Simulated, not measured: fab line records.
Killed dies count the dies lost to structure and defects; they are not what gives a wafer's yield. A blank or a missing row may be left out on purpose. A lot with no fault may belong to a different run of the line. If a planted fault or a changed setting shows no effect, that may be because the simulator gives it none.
Chamber matching | flow nandHarc | NHARC_A_CONTACT_DEP_85 on pecvd-04 has 3 sister chambers
The step deposits SiON, target thk 60 nm. 16 wafers are shown with their chamber, then 8 later ones without.

== WAFERS WITH THEIR CHAMBER ==
wafer  | chamber | showerheadVppV (V) | heaterPowerW (W)
L074.2 | 0       | 1212               | 591
L074.3 | 2       | 1086               | 757
L074.6 | 0       | 1179               | 603
L077.1 | 2       | 1104               | 738
L077.4 | 0       | 1188               | 656
L077.5 | 1       | 1111               | 754
L079.1 | 1       | 1115               | 796
L079.4 | 2       | 1082               | 722
L079.6 | 0       | 1161               | 625
L078.1 | 2       | 1088               | 803
L078.3 | 0       | 1191               | 546
L078.5 | 2       | 1091               | 820
L082.1 | 0       | 1169               | 625
L082.3 | 1       | 1130               | 723
L082.6 | 0       | 1191               | 613
L088.1 | 0       | 1180               | 573

SIGNATURES, as means of the wafers listed above
reading        | chamber 0 | chamber 1 | chamber 2 | scatter within a chamber
showerheadVppV | 1183.88   | 1118.67   | 1090.20   | 12.9
heaterPowerW   | 604.00    | 757.67    | 768.00    | 37.1
Rule: for each reading, subtract the chamber's mean from the wafer's reading, divide by that reading's scatter and square the result; add these up over the readings and take the root, which gives the wafer's distance from the chamber. If the next closest chamber is less than 2 further off than the closest, the wafer can't be placed; otherwise it belongs to the closest. The scatter is the square root of a quotient: the sum, over the shown wafers, of each reading's squared deviation from its chamber's mean, divided by wafers minus chambers.

== WAFERS WITH NO CHAMBER GIVEN ==
wafer  | showerheadVppV (V) | heaterPowerW (W)
L088.4 | 1170               | 569
L088.6 | 1105               | 788
L092.2 | 1093               | 828
L092.3 | 1113               | 774
L092.4 | 1098               | 779
L094.1 | 1066               | 735
L094.4 | 1194               | 624
L094.6 | 1129               | 795

== WHICH CHAMBER EACH ONE RAN IN ==
wafer  | from the rows above     | in truth
L088.4 | 0                       | 0
L088.6 | can't be placed: 2 or 1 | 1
L092.2 | can't be placed: 2 or 1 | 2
L092.3 | can't be placed: 1 or 2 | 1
L092.4 | can't be placed: 2 or 1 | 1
L094.1 | 2                       | 2
L094.4 | 0                       | 0
L094.6 | can't be placed: 1 or 2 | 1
Placed correctly: 3 of 8. Unplaceable from these rows: 5, with the true chamber sitting among the candidates in 5. 0 placed wrongly.
